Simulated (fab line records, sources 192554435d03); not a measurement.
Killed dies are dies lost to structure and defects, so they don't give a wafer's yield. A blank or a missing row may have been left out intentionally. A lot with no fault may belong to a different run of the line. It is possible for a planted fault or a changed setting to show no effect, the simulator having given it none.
fab line records ; flow n5_finfet
record: lots: 6; wafers: 18; last_day: 18
route steps=1938 shown BEOL_M10@1488 BEOL_M15@1830 PASSIVATION@1936
lots that met no fault: taken from a fault-free run of the same line
start_h: the number of hours between the record's first day and the start of the first shown wafer of the lot ; wait_h: hours since the lot's step before ; " as in the row above ; L1.1+2: a single row standing in for several wafers ; - either no value or no given start ; * or withheld: withheld ; < > ~ a bound
route shown NAME@n: a module of which the file shows steps, and the number in the route of the first ; usual: mean/standard deviation taken from wafers without a fault ; same: alike in all rows ; chamber/n: place in a boat ; sites: readings site by site ; _std_site: the values' standard deviation ; _edge_site: the outer-site mean with the inner-site mean subtracted ; radius_mm: for every site, how far away it sits from the centre of the wafer ; mask NAME#n: copy n ; behind: tool/chamber where the wafer was last shaped ; hold: why the lot went on hold/how many hours it stayed there/how the hold came to an end ; device: which transistor (n, p or np) failed to switch ; end of line: at the end of the route, the tests of the same wafers ; step lacking rows: just its recipe ; killed: not the wafer's yield, but the dies lost to structure and defects at the first sort ; map: shows each die of a wafer: x if killed, . if not, _ if none is there
set.NAME: the run value of the setting; set.NAME@STEP: its run value at that earlier step ; model.NAME: the simulator's own value behind a step, which no gauge read
route steps across a sampled set of lots; one table per step, one row per wafer
services: from which hour (start_h, from the record's first day; less than 0 if before it) a tool's chamber was out of use, for how many hours, and why
== steps ==
step: N5_BEOL_M10_ETCH_62
recipe: chemistry: N2/H2; target: SOC; target_depth_a: 1100; overetch_a: 220; mask_material: SiARC; temp_c: 40; time_s: 165; ion_energy_ev: 200; pressure_mtorr: 30; source_w: 840; bias_w: 150; n2_flow_sccm: 200; h2_flow_sccm: 200
usual: bias_w: 150.0/0.45; drypump_motor_current_A: 5.6/0.55; oes_product_au: 0.69/0.075; rf_vpp_V: 523.8/2.4; showerhead_plenum_p_Torr: 2.54/0.084; temp_c: 40.00/0.11; throttle_valve_pct: 17.75/0.27
lot.wafer;tool;chamber;start_h;wait_h;bias_w;drypump_motor_current_A;oes_product_au;rf_hours_counter_h;rf_vpp_V;showerhead_plenum_p_Torr;temp_c;throttle_valve_pct
L916.2;rie_diel-05;2;278.84;0.0;149.4;5.5;0.77;23;524.8;2.61;40.15;17.56
L916.3;rie_diel-05;0;278.84;0.0;150.4;6.1;0.71;71;520.8;2.47;39.86;17.55
L916.5;rie_diel-05;3;278.84;0.0;150.0;6.0;0.59;-;525.8;2.61;39.72;18.22
L917.1;rie_diel-05;0;300.90;0.0;150.0;6.2;0.71;78;520.6;2.47;40.07;17.57
L917.3;rie_diel-05;2;300.90;0.0;150.0;5.5;0.75;29;524.6;2.60;40.09;17.55
L917.5;rie_diel-05;2;300.90;0.0;149.6;5.5;0.76;-;525.1;2.60;40.02;17.55
L921.1;rie_diel-01;1;329.51;0.0;149.9;5.1;0.61;214;523.2;2.52;39.97;17.90
L921.3;rie_diel-01;2;329.51;0.0;149.7;6.4;0.66;123;525.5;2.54;39.92;17.33
L921.5;rie_diel-01;2;329.51;0.0;149.3;6.5;0.66;-;524.0;2.54;40.15;17.36
L923.2;rie_diel-01;2;348.38;0.0;149.0;6.4;0.64;127;524.6;2.54;40.00;17.32
L923.3;rie_diel-01;0;348.38;0.0;149.3;4.9;0.63;167;518.8;2.44;40.21;17.99
L923.6;rie_diel-01;2;348.38;0.0;149.9;6.4;0.66;-;523.8;2.54;40.05;17.34
L925.1;rie_diel-01;0;348.67;0.0;150.0;4.9;0.64;168;520.9;2.44;40.01;17.98
L925.5;rie_diel-01;3;348.67;0.0;149.9;5.2;0.74;-;521.5;2.50;40.06;17.77
L925.6;rie_diel-01;0;348.67;0.0;149.3;4.9;0.64;-;520.5;2.44;40.06;17.98
L927.1;rie_diel-01;0;380.19;0.0;149.7;4.9;0.63;177;519.8;2.43;39.99;17.99
L927.2;rie_diel-01;1;380.19;0.0;150.2;5.1;0.59;230;523.6;2.51;39.88;17.92
L927.5;rie_diel-01;1;380.19;0.0;150.0;5.1;0.59;-;523.0;2.51;39.99;17.92
step: N5_BEOL_M10_ETCH_65
recipe: chemistry: CF4; target: SiARC; target_depth_a: 390; mask_material: CAR-ArF; time_s: 65; ion_energy_ev: 80; pressure_mtorr: 40; source_w: 545; bias_w: 36; Ar_flow_sccm: 100; cf4_flow_sccm: 100; ends: cleared
usual: bias_w: 36.01/0.11; drypump_motor_current_A: 5.7/0.51; etch_rf_on_time_s: 64.8/1.1; oes_product_au: 0.70/0.077; rf_vpp_V: 183.9/1.2; showerhead_plenum_p_Torr: 2.14/0.064; throttle_valve_pct: 15.52/0.29
lot.wafer;tool;chamber;start_h;wait_h;bias_w;drypump_motor_current_A;etch_rf_on_time_s;oes_product_au;rf_hours_counter_h;rf_vpp_V;showerhead_plenum_p_Torr;throttle_valve_pct
L916.2;rie_diel-06;2;279.85;0.0;35.78;6.6;64.6;0.80;28;186.8;2.28;15.31
L916.3;rie_diel-06;0;279.85;0.0;36.17;5.6;64.1;0.63;196;183.9;2.14;15.75
L916.5;rie_diel-06;0;279.85;0.0;36.17;5.6;64.3;0.63;-;183.7;2.14;15.75
L917.1;rie_diel-01;0;302.64;0.0;35.83;4.9;65.8;0.65;152;184.2;2.06;15.75
L917.3;rie_diel-01;1;302.64;0.0;35.97;5.1;64.3;0.61;203;185.5;2.12;15.63
L917.5;rie_diel-01;0;302.64;0.0;35.84;4.9;65.1;0.64;-;184.4;2.06;15.76
L921.1;rie_diel-05;2;330.75;0.0;36.05;5.5;64.0;0.75;42;185.2;2.17;15.12
L921.3;rie_diel-05;1;330.75;0.0;35.87;5.8;66.0;0.77;32;183.7;2.10;15.38
L921.5;rie_diel-05;0;330.75;0.0;35.98;6.1;66.2;0.69;-;183.8;2.09;15.38
L923.2;rie_diel-01;1;350.23;0.0;36.02;5.1;65.8;0.60;219;184.4;2.11;15.66
L923.3;rie_diel-01;2;350.23;0.0;36.13;6.5;62.2;0.68;127;183.6;2.16;15.36
L923.6;rie_diel-01;2;350.23;0.0;36.07;6.5;62.5;0.68;-;184.0;2.16;15.34
L925.1;rie_diel-05;1;350.64;0.0;36.03;5.8;65.5;0.76;40;182.9;2.10;15.40
L925.5;rie_diel-05;1;350.64;0.0;35.92;5.8;65.7;0.75;-;182.7;2.10;15.39
L925.6;rie_diel-05;2;350.64;0.0;36.12;5.5;63.6;0.75;-;184.1;2.16;15.16
L927.1;rie_diel-01;3;383.92;0.0;36.02;5.2;66.2;0.71;64;183.2;2.07;15.39
L927.2;rie_diel-01;0;383.92;0.0;36.06;4.9;65.5;0.64;178;183.1;2.05;15.80
L927.5;rie_diel-01;1;383.92;0.0;36.02;5.1;66.2;0.58;-;183.6;2.11;15.69
step: N5_BEOL_M10_VIA_ETCH_34
recipe: chemistry: C4F6/O2; target: SiCOH_lowk; target_depth_a: 1845; mask_material: SOC; taper_deg: 4; time_s: 69.2; ion_energy_ev: 250; pressure_mtorr: 30; source_w: 345; bias_w: 185; Ar_flow_sccm: 300; C4F6_flow_sccm: 10; O2_flow_sccm: 10
usual: C4F6_flow_sccm: 10.005/0.028; bias_w: 185.0/0.59; drypump_motor_current_A: 5.7/0.51; oes_product_au: 0.82/0.092; rf_vpp_V: 669/9.4; run_length_s: 92.5/0.36; showerhead_plenum_p_Torr: 2.85/0.088; throttle_valve_pct: 20.86/0.28
lot.wafer;tool;chamber;start_h;wait_h;C4F6_flow_sccm;bias_w;drypump_motor_current_A;oes_product_au;rf_hours_counter_h;rf_vpp_V;run_length_s;showerhead_plenum_p_Torr;throttle_valve_pct
L916.2;rie_diel-06;2;280.03;0.0;10.007;184.5;6.6;0.94;28;670;92.9;3.02;20.62
L916.3;rie_diel-06;0;280.03;0.0;10.043;183.8;5.6;0.75;196;667;92.5;2.86;21.13
L916.5;rie_diel-06;0;280.03;0.0;10.027;184.0;5.6;0.74;-;666;92.6;2.86;21.15
L917.1;rie_diel-01;0;302.81;0.0;10.015;185.0;4.9;0.76;152;673;92.5;2.73;20.99
L917.3;rie_diel-01;1;302.81;0.0;9.981;184.7;5.1;0.71;203;667;92.7;2.81;20.83
L917.5;rie_diel-01;0;302.81;0.0;9.999;184.3;4.9;0.75;-;673;92.6;2.73;20.99
L921.1;rie_diel-05;2;330.93;0.0;10.009;185.1;5.5;0.89;43;682;92.9;2.90;20.55
L921.3;rie_diel-05;1;330.93;0.0;10.030;185.6;5.8;0.90;33;668;92.7;2.80;20.77
L921.5;rie_diel-05;0;330.93;0.0;10.008;186.0;6.1;0.81;-;658;92.3;2.77;20.66
L923.2;rie_diel-01;1;350.40;0.0;9.994;184.5;5.1;0.69;219;666;92.5;2.80;20.83
L923.3;rie_diel-01;2;350.40;0.0;10.005;184.8;6.4;0.78;128;658;92.1;2.88;20.64
L923.6;rie_diel-01;2;350.40;0.0;9.992;186.1;6.5;0.78;-;656;92.5;2.88;20.64
L925.1;rie_diel-05;1;350.81;0.0;10.011;184.8;5.7;0.88;40;667;92.4;2.80;20.78
L925.5;rie_diel-05;1;350.81;0.0;9.995;185.1;5.7;0.88;-;668;92.4;2.80;20.79
L925.6;rie_diel-05;2;350.81;0.0;9.981;185.6;5.5;0.87;-;683;93.3;2.90;20.57
L927.1;rie_diel-01;3;384.09;0.0;10.024;184.9;5.2;0.84;65;679;92.3;2.76;20.69
L927.2;rie_diel-01;0;384.09;0.0;9.975;185.0;4.9;0.75;178;673;92.9;2.71;21.02
L927.5;rie_diel-01;1;384.09;0.0;10.039;184.7;5.1;0.68;-;667;92.7;2.79;20.87
step: N5_BEOL_M10_TRENCH_ETCH_37
recipe: chemistry: C4F6/O2; target_depth_a: 1488.3; target: SiCOH_lowk; time_s: 48; ion_energy_ev: 250; pressure_mtorr: 30; source_w: 345; bias_w: 185; Ar_flow_sccm: 300; C4F6_flow_sccm: 10; O2_flow_sccm: 10
usual: C4F6_flow_sccm: 9.99/0.032; bias_w: 185.0/0.55; drypump_motor_current_A: 5.7/0.51; oes_product_au: 0.82/0.091; rf_vpp_V: 669/9.3; run_length_s: 71.3/0.32; showerhead_plenum_p_Torr: 2.85/0.088; throttle_valve_pct: 20.89/0.28
lot.wafer;tool;chamber;start_h;wait_h;C4F6_flow_sccm;bias_w;drypump_motor_current_A;oes_product_au;rf_hours_counter_h;rf_vpp_V;run_length_s;showerhead_plenum_p_Torr;throttle_valve_pct
L916.2;rie_diel-06;2;280.13;-;10.02;-;6.7;0.93;28;670;66.5;3.02;20.64
L916.3;rie_diel-06;0;280.13;-;9.99;185.3;5.6;0.75;196;666;71.4;2.86;21.16
L916.5;rie_diel-06;0;280.13;-;9.98;185.3;5.6;0.74;-;665;71.0;2.86;21.15
L917.1;rie_diel-01;0;302.92;-;10.04;184.2;4.9;0.78;153;673;71.2;2.73;21.02
L917.3;rie_diel-01;1;302.92;-;10.01;184.6;5.1;0.72;203;666;71.4;2.81;20.87
L917.5;rie_diel-01;0;302.92;-;10.00;184.9;4.9;0.77;-;673;71.2;2.73;21.01
L921.1;rie_diel-05;2;331.03;-;9.96;185.4;5.5;0.88;43;684;72.0;2.90;20.60
L921.3;rie_diel-05;1;331.03;-;9.93;184.7;5.8;0.90;33;668;71.1;2.80;20.79
L921.5;rie_diel-05;0;331.03;-;9.99;184.1;6.1;0.81;-;657;71.0;2.77;20.68
L923.2;rie_diel-01;1;350.50;-;9.97;184.9;5.1;0.69;219;668;71.3;2.80;20.88
L923.3;rie_diel-01;2;350.50;-;10.01;184.4;6.5;0.77;128;657;70.9;2.88;20.68
L923.6;rie_diel-01;2;350.50;-;10.00;184.9;6.5;0.77;-;657;71.0;2.88;20.67
L925.1;rie_diel-05;1;350.91;-;10.00;184.8;5.8;0.88;40;668;71.2;2.80;20.82
L925.5;rie_diel-05;1;350.91;-;10.05;184.4;5.9;0.87;-;669;71.4;2.80;20.81
L925.6;rie_diel-05;2;350.91;-;9.99;185.6;5.5;0.87;-;682;71.5;2.90;20.61
L927.1;rie_diel-01;3;384.20;-;10.01;184.3;5.2;0.84;65;679;71.4;2.76;20.72
L927.2;rie_diel-01;0;384.20;-;9.95;184.3;4.9;0.74;178;673;71.5;2.71;21.06
L927.5;rie_diel-01;1;384.20;-;10.03;185.3;5.1;0.68;-;668;71.2;2.79;20.89
step: N5_BEOL_M10_OCD_MEAS_38
usual: trench_depth_nm: 149.2/2
lot.wafer;tool;chamber;start_h;wait_h;trench_depth_nm
L916.2;ocd-02;-;280.31;-;135.9
L916.3;ocd-02;-;280.31;-;149.0
L916.5;ocd-02;-;280.31;-;148.6
L917.1;ocd-02;-;303.10;-;150.2
L917.3;ocd-02;-;303.10;-;150.2
L917.5;ocd-02;-;303.10;-;150.2
L921.1;ocd-02;-;331.21;-;152.2
L921.3;ocd-02;-;331.21;-;147.2
L921.5;ocd-02;-;331.21;-;146.9
L923.2;ocd-02;-;350.69;-;146.1
L923.3;ocd-02;-;350.69;-;149.9
L923.6;ocd-02;-;350.69;-;149.5
L925.1;ocd-01;-;351.10;-;146.0
L925.5;ocd-01;-;351.10;-;146.2
L925.6;ocd-01;-;351.10;-;151.9
L927.1;ocd-01;-;384.38;-;146.4
L927.2;ocd-01;-;384.38;-;146.8
L927.5;ocd-01;-;384.38;-;143.1
step: N5_BEOL_M10_THK_MEAS_53
recipe: thk_meas_gauge: xrf; reads: Cu_of_BEOL_M10_ECD_50
usual: M10_THK: 140.2/2.4
lot.wafer;tool;chamber;start_h;wait_h;M10_THK[nm]
L916.2;film_metro-01;-;283.52;-;128.1
L916.3;film_metro-01;-;283.52;-;142.0
L916.5;film_metro-01;-;283.52;-;138.7
L917.1;film_metro-02;-;305.54;-;140.1
L917.3;film_metro-02;-;305.54;-;139.2
L917.5;film_metro-02;-;305.54;-;140.1
L921.1;film_metro-01;-;336.68;-;142.9
L921.3;film_metro-01;-;336.68;-;138.0
L921.5;film_metro-01;-;336.68;-;137.9
L923.2;film_metro-02;-;353.29;-;135.5
L923.3;film_metro-02;-;353.29;-;140.8
L923.6;film_metro-02;-;353.29;-;142.2
L925.1;film_metro-01;-;354.20;-;137.0
L925.5;film_metro-01;-;354.20;-;136.8
L925.6;film_metro-01;-;354.20;-;141.8
L927.1;film_metro-01;-;386.77;0.2;139.1
L927.2;film_metro-01;-;386.77;0.2;137.6
L927.5;film_metro-01;-;386.77;0.2;134.3
step: N5_BEOL_M10_RS_MEAS_57
recipe: thk_meas_gauge: four-point-probe; reads: Cu_of_BEOL_M10_ECD_50+Co_of_BEOL_M10_CVD_75+TaN_of_BEOL_M10_ALD_74
usual: M10_RS: 0.1502/0.0028
lot.wafer;tool;chamber;start_h;wait_h;M10_RS[ohm/sq]
L916.2;film_metro-01;-;283.66;0.1;0.1662
L916.3;film_metro-01;-;283.66;0.1;0.1491
L916.5;film_metro-01;-;283.66;0.1;0.1526
L917.1;film_metro-02;-;305.68;0.1;0.1489
L917.3;film_metro-02;-;305.68;0.1;0.1507
L917.5;film_metro-02;-;305.68;0.1;0.1488
L921.1;film_metro-02;-;336.81;0.1;0.1469
L921.3;film_metro-02;-;336.81;0.1;0.1525
L921.5;film_metro-02;-;336.81;0.1;0.1531
L923.2;film_metro-02;-;353.43;0.1;0.1551
L923.3;film_metro-02;-;353.43;0.1;0.1496
L923.6;film_metro-02;-;353.43;0.1;0.1466
L925.1;film_metro-02;-;354.33;0.1;0.1539
L925.5;film_metro-02;-;354.33;0.1;0.1544
L925.6;film_metro-02;-;354.33;0.1;0.1476
L927.1;film_metro-01;-;386.91;0.1;0.1515
L927.2;film_metro-01;-;386.91;0.1;0.1539
L927.5;film_metro-01;-;386.91;0.1;0.1573
step: N5_BEOL_M15_RC_MEAS_101
usual: COMB_M10: 1.58e-11/2.6e-12; COMB_M11: 1.48e-11/2.9e-12; COMB_M12: 7e-12/1.5e-12; COMB_M12_max_site: 9.8e-12/2.3e-12; COMB_M13: 5.5e-12/1.2e-12; COMB_M13_max_site: 7.5e-12/1.9e-12; COMB_M14: 4.3e-12/9.2e-13; COMB_M15: 3.2e-12/6.1e-13; COMB_M5: 3.8e-11/8.2e-12; COMB_M6: 2.6e-11/5.4e-12; COMB_M6_max_site: 3.7e-11/8.3e-12; COMB_M7: 2.6e-11/4.9e-12; COMB_M8: 2.6e-11/5.3e-12; COMB_M8_max_site: 3.7e-11/7.8e-12; COMB_M9: 1.47e-11/2.8e-12; COMB_M9_max_site: 2.1e-11/4.8e-12; SERP_M10: 3.03/0.07; SERP_M10_max_site: 3.12/0.08; SERP_M11: 3.08/0.072; SERP_M12: 0.636/0.014; SERP_M13: 0.312/0.0054; SERP_M14: 0.161/0.0035; SERP_M14_max_site: 0.163/0.0036; SERP_M5: 39.4/1.4; SERP_M6: 13.8/0.53; SERP_M7: 13.9/0.58; SERP_M8: 13.8/0.52; SERP_M9: 3.08/0.077
lot.wafer;tool;chamber;start_h;wait_h;COMB_M10[S/m];COMB_M11[S/m];COMB_M12[S/m];COMB_M12_max_site[S/m];COMB_M13[S/m];COMB_M13_max_site[S/m];COMB_M14[S/m];COMB_M15[S/m];COMB_M5[S/m];COMB_M6[S/m];COMB_M6_max_site[S/m];COMB_M7[S/m];COMB_M8[S/m];COMB_M8_max_site[S/m];COMB_M9[S/m];COMB_M9_max_site[S/m];SERP_M10[ohm/um];SERP_M10_max_site[ohm/um];SERP_M11[ohm/um];SERP_M12[ohm/um];SERP_M13[ohm/um];SERP_M14[ohm/um];SERP_M14_max_site[ohm/um];SERP_M5[ohm/um];SERP_M6[ohm/um];SERP_M7[ohm/um];SERP_M8[ohm/um];SERP_M9[ohm/um]
L916.2;prober-01;0;321.88;0.2;1.46e-11;1.5e-11;5e-12;7e-12;5.8e-12;8.2e-12;4e-12;2.7e-12;5.2e-11;2.7e-11;3.3e-11;2.6e-11;2.6e-11;3.6e-11;1.33e-11;2.1e-11;3.36;3.45;3.00;0.651;0.322;0.161;0.162;38.2;14.7;15.5;14.3;3.06
L916.3;prober-01;0;321.88;0.2;1.27e-11;1.46e-11;5.8e-12;8e-12;4.8e-12;5e-12;3.2e-12;2.6e-12;3.3e-11;3.2e-11;3.8e-11;1.8e-11;2.9e-11;3.2e-11;1.91e-11;2.8e-11;3.02;3.15;3.05;0.627;0.299;0.167;0.170;38.8;15.2;13.5;13.7;3.04
L916.5;prober-01;0;321.88;0.2;1.3e-11;1.29e-11;6.9e-12;8.3e-12;3.9e-12;6.5e-12;5.1e-12;2.3e-12;3.9e-11;3.6e-11;4.5e-11;3.4e-11;2.5e-11;3.1e-11;1.26e-11;2.1e-11;3.10;3.25;3.06;0.629;0.307;0.164;0.165;37.2;14.3;14.8;13.5;2.97
L917.1;prober-02;0;342.56;0.0;1.8e-11;1.72e-11;9.2e-12;1.21e-11;6.1e-12;8.1e-12;4.1e-12;2.7e-12;3.6e-11;3.9e-11;5.6e-11;2.4e-11;3.2e-11;4e-11;1.09e-11;1.9e-11;3.01;3.09;3.00;0.633;0.316;0.157;0.158;41.2;14.5;14.2;14.7;3.13
L917.3;prober-02;0;342.56;0.0;1.22e-11;1.72e-11;9.2e-12;1.22e-11;8.7e-12;1.11e-11;4.1e-12;3.7e-12;3.1e-11;3.2e-11;5.2e-11;1.7e-11;3.1e-11;3.5e-11;1.76e-11;2.5e-11;3.03;3.08;2.99;0.636;0.314;0.162;0.165;37.5;13.8;13.7;14.0;3.07
L917.5;prober-02;0;342.56;0.0;2.3e-11;1.55e-11;8.8e-12;1.09e-11;5.9e-12;6.9e-12;3.7e-12;4e-12;4.1e-11;2.8e-11;4e-11;2.1e-11;2.2e-11;3.6e-11;1.41e-11;1.8e-11;3.01;3.09;2.91;0.629;0.309;0.156;0.158;39.7;13.8;14.2;14.4;3.10
L921.1;prober-01;0;375.38;0.0;1.67e-11;1.12e-11;6.7e-12;8.2e-12;4.5e-12;7.4e-12;3.3e-12;2.2e-12;3.6e-11;2.2e-11;3.8e-11;2.6e-11;3e-11;4.8e-11;1.42e-11;1.9e-11;3.04;3.08;3.17;0.642;0.304;0.153;0.154;41.7;14.6;13.3;13.6;3.09
L921.3;prober-01;0;375.38;0.0;1.41e-11;1.23e-11;6.2e-12;1.1e-11;4.5e-12;5.1e-12;3e-12;3.7e-12;2.8e-11;2.8e-11;3.9e-11;2.6e-11;2.4e-11;3.9e-11;1.41e-11;2.5e-11;3.08;3.27;3.01;0.631;0.315;0.163;0.165;40.7;14.0;13.4;14.8;3.12
L921.5;prober-01;0;375.38;0.0;1.3e-11;1.33e-11;6.8e-12;1.26e-11;3.8e-12;7.7e-12;3.1e-12;3.1e-12;2.4e-11;2.4e-11;2.8e-11;2.2e-11;2.5e-11;4.3e-11;1.81e-11;2.4e-11;3.08;3.13;2.99;0.675;0.304;0.154;0.156;41.4;13.9;13.6;14.7;3.13
L925.1;prober-01;0;384.22;0.0;1.83e-11;8.7e-12;1.34e-11;1.55e-11;6.5e-12;8e-12;4.4e-12;3.1e-12;3e-11;2.4e-11;3.3e-11;2.4e-11;3.4e-11;4.3e-11;1.38e-11;1.7e-11;3.14;3.22;3.14;0.624;0.309;0.159;0.160;38.8;13.2;13.9;13.5;3.04
L925.5;prober-01;0;384.22;0.0;1.69e-11;1.14e-11;1.03e-11;1.63e-11;5.1e-12;7.7e-12;3.8e-12;3e-12;2.9e-11;3e-11;4.5e-11;2.4e-11;3e-11;4.4e-11;1.47e-11;2.1e-11;3.21;3.26;3.14;0.642;0.301;0.161;0.162;37.0;13.0;14.1;14.2;3.15
L925.6;prober-01;0;384.22;0.0;1.51e-11;1.39e-11;8e-12;1.42e-11;5.3e-12;8.3e-12;3.7e-12;3.2e-12;2.7e-11;3e-11;5.1e-11;1.8e-11;3e-11;3.8e-11;1.63e-11;2.2e-11;3.04;3.08;3.11;0.646;0.315;0.160;0.162;40.5;13.3;13.7;14.6;2.92
L923.2;prober-02;0;387.88;0.2;1.44e-11;1.45e-11;7.8e-12;1.18e-11;4.5e-12;6e-12;5.6e-12;3.8e-12;3e-11;2.7e-11;3.9e-11;2.9e-11;2.7e-11;6.7e-11;1.68e-11;2.5e-11;3.11;3.22;3.10;0.619;0.307;0.158;0.158;38.2;14.7;14.0;13.3;3.08
L923.3;prober-02;0;387.88;0.2;1.3e-11;1.65e-11;7.8e-12;1.15e-11;5.3e-12;6.2e-12;5.2e-12;3.3e-12;3.7e-11;1.8e-11;3.1e-11;2.3e-11;3.3e-11;4e-11;1.42e-11;1.6e-11;3.01;3.06;2.91;0.611;0.311;0.157;0.159;38.5;14.2;14.3;14.3;3.03
L923.6;prober-02;0;387.88;0.2;1.32e-11;1.2e-11;6.8e-12;7.8e-12;5.4e-12;7.4e-12;3e-12;3.8e-12;3.3e-11;3.7e-11;4.1e-11;2.6e-11;2.1e-11;3.4e-11;1.75e-11;2.5e-11;2.92;3.01;3.04;0.623;0.322;0.157;0.159;39.0;13.9;13.8;14.1;3.02
L927.1;prober-01;0;421.78;0.0;1.87e-11;1.57e-11;5.1e-12;7.7e-12;5e-12;5.8e-12;4.1e-12;3.2e-12;2.9e-11;3e-11;4.2e-11;1.8e-11;2.8e-11;3.6e-11;1.29e-11;1.7e-11;3.12;3.18;3.09;0.644;0.315;0.160;0.161;41.0;14.4;13.3;12.8;3.06
L927.2;prober-01;0;421.78;0.0;1.49e-11;2.31e-11;5.4e-12;6.5e-12;4.2e-12;6.2e-12;3.8e-12;3.6e-12;2.5e-11;1.4e-11;1.7e-11;2.2e-11;2.2e-11;2.8e-11;1.39e-11;1.7e-11;3.11;3.23;3.24;0.654;0.308;0.165;0.166;40.7;14.5;13.5;13.8;3.12
L927.5;prober-01;0;421.78;0.0;1.62e-11;1.71e-11;6e-12;8.4e-12;3.6e-12;5.6e-12;4.4e-12;3.2e-12;2.9e-11;2.4e-11;2.7e-11;2.2e-11;2.3e-11;3.2e-11;1.43e-11;1.7e-11;3.23;3.35;3.20;0.664;0.310;0.163;0.164;39.9;14.6;13.5;13.2;2.93
sites SERP_M10 radius_mm=0,75,75,75,75,140,140,140,140
L916.2 3.43 3.42 3.35 3.32 3.38 3.36 3.26 3.26 3.45
L917.1 2.97 3.01 2.95 2.97 2.99 3.02 3.04 3.01 3.09
L921.1 3.07 3.07 3.08 3.07 3.04 2.96 2.89 3.01 2.93
L925.1 3.14 3.17 3.16 3.13 3.22 3.14 3.08 3.06 3.14
L923.2 3.15 3.11 3.17 3.22 3.13 3.00 2.96 3.00 2.98
L927.1 3.18 3.17 3.12 3.16 3.15 3.02 3.12 2.98 3.07
step: N5_PASSIVATION_PROBE_49
usual: defect_limited_yield: 91.2/1.4; killed_at_M0_to_M3: 35/11; killed_at_M4_up: 14/5.6; killed_at_contacts: 12/5.6; killed_at_front_end: 38/11; killed_at_other: 4/3.4; killed_dies: 103/17; killed_open: 68/12; killed_short: 33/8.8; sort_bin_5_function: 5.1/0.89; sort_bin_6_memory: 3.3/0.71; sort_n_pass: 1077/17; sort_yield_pct: 91.2/1.4
same: gross_dies: 1180; killed_at_back_side: 0; sort_bin_4_leakage[%]: 0; sort_bin_8_speed[%]: 0
lot.wafer;tool;chamber;start_h;wait_h;defect_limited_yield[%];killed_at_M0_to_M3;killed_at_M4_up;killed_at_contacts;killed_at_front_end;killed_at_other;killed_dies;killed_open;killed_short;sort_bin_5_function[%];sort_bin_6_memory[%];sort_n_pass;sort_yield_pct[%]
L917.1;prober-02;-;357.23;0.0;91.7;50;8;8;30;2;98;64;33;4.3;3.7;1082;91.7
L917.3;prober-02;-;357.33;0.1;90.4;42;10;23;35;3;113;74;36;5.7;3.6;1067;90.4
L917.5;prober-02;-;357.43;0.2;91.0;52;8;9;35;2;106;82;19;5.1;3.3;1074;91.0
L921.1;prober-01;-;390.96;0.0;89.6;35;27;14;45;2;123;87;36;5.4;4.7;1057;89.6
L921.3;prober-01;-;391.06;0.1;90.0;24;17;18;54;5;118;75;39;5.3;4.3;1062;90.0
L921.5;prober-01;-;391.16;0.2;88.8;23;32;21;54;2;132;69;60;6.5;4.0;1048;88.8
killed by level:class
L917.1 BEOL_M0_SAQP:geometric_particle:open=15 FIN_SAQP:geometric_particle:short=9 BEOL_M0_SAQP:geometric_particle:short=9 BEOL_M1:geometric_particle:open=9 BEOL_M3:geometric_particle:open=9 MOL_CONTACT_COAG:geometric_particle:open=7 FIN_SAQP:geometric_particle:open=5 STI_FIN_REVEAL:geometric_particle:open=5
L917.3 MOL_CONTACT_COAG:geometric_particle:open=15 STI_FIN_REVEAL:geometric_particle:open=12 BEOL_M0_SAQP:geometric_particle:short=10 BEOL_M2:geometric_particle:open=10 MOL_CONTACT_COAG:geometric_particle:short=8 BEOL_M3:geometric_particle:open=8 BEOL_M0_SAQP:geometric_particle:open=7 DUMMY_GATE:geometric_particle:open=5
L917.5 BEOL_M3:geometric_particle:open=15 BEOL_M2:geometric_particle:open=11 FIN_SAQP:geometric_particle:open=10 MOL_CONTACT_COAG:geometric_particle:open=8 DUMMY_GATE:geometric_particle:open=7 BEOL_M0_SAQP:geometric_particle:short=7 BEOL_M1:geometric_particle:open=7 BEOL_M0_SAQP:geometric_particle:open=6
L921.1 BEOL_M4:geometric_particle:open=16 BEOL_M0_SAQP:geometric_particle:short=15 FIN_SAQP:geometric_particle:open=13 MOL_CONTACT_COAG:geometric_particle:open=11 FIN_SAQP:geometric_particle:short=8 STI_FIN_REVEAL:geometric_particle:open=7 BEOL_M0_SAQP:geometric_particle:open=7 BEOL_M2:geometric_particle:open=6
L921.3 FIN_SAQP:geometric_particle:open=18 MOL_CONTACT_COAG:geometric_particle:open=16 FIN_SAQP:geometric_particle:short=14 BEOL_M0_SAQP:geometric_particle:open=8 BEOL_M0_SAQP:geometric_particle:short=7 BEOL_M4:geometric_particle:short=5 STI_FIN_REVEAL:geometric_particle:open=4 ILD0:geometric_particle:short=4
L921.5 FIN_SAQP:geometric_particle:open=19 BEOL_M4:geometric_particle:short=19 MOL_CONTACT_COAG:geometric_particle:open=15 FIN_SAQP:geometric_particle:short=8 BEOL_M0_SAQP:geometric_particle:short=8 MOL_CONTACT_COAG:geometric_particle:short=6 BEOL_M4:geometric_particle:open=5 STI_FIN_REVEAL:geometric_particle:open=5
== services ==
tool;chamber;start_h;hours;kind
rie_diel-01;1;266.36;5.0;repair
rie_diel-05;3;319.94;-;clean
rie_diel-05;3;319.94;-;consumable_replace:focus_ring
rie_diel-05;3;319.94;23.7;scheduled_down
rie_diel-05;3;319.94;23.7;vent_cycle
rie_diel-06;-;323.83;2.8;pm
rie_diel-06;1;353.19;3.7;repair
rie_diel-01;0;368.40;6.1;repair
== key ==
first_sign: step: N5_BEOL_M10_TRENCH_ETCH_37; reading: run_length_s; direction: down; sigmas: 15; usual: *; struck: *
effect: step: N5_BEOL_M10_OCD_MEAS_38; reading: trench_depth_nm; direction: down; sigmas: 6.6; usual: 149.2; struck: 135.9
effect: step: N5_BEOL_M10_THK_MEAS_53; reading: M10_THK; direction: down; sigmas: 5; usual: 140.2; struck: 128.1
effect: step: N5_BEOL_M10_RS_MEAS_57; reading: M10_RS; direction: up; sigmas: 5.8; usual: 0.1502; struck: 0.1662
effect: step: N5_BEOL_M15_RC_MEAS_101; reading: SERP_M10; direction: up; sigmas: 4.6; usual: 3.03; struck: 3.36
met_at N5_BEOL_M10_TRENCH_ETCH_37
struck_lots L916
struck_wafers L916.2
not_acting_at N5_BEOL_M10_ETCH_62,N5_BEOL_M10_ETCH_65,N5_BEOL_M10_VIA_ETCH_34
fault: kind: process_parameter_drift; tool: rie_diel-06; chamber: -; onset_h: 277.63; steps: N5_BEOL_M10_TRENCH_ETCH_37; channel: time_s; offset: *; shape: step; end_h: 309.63; scope: struck_wafers_only; acts_in: *; stated: *
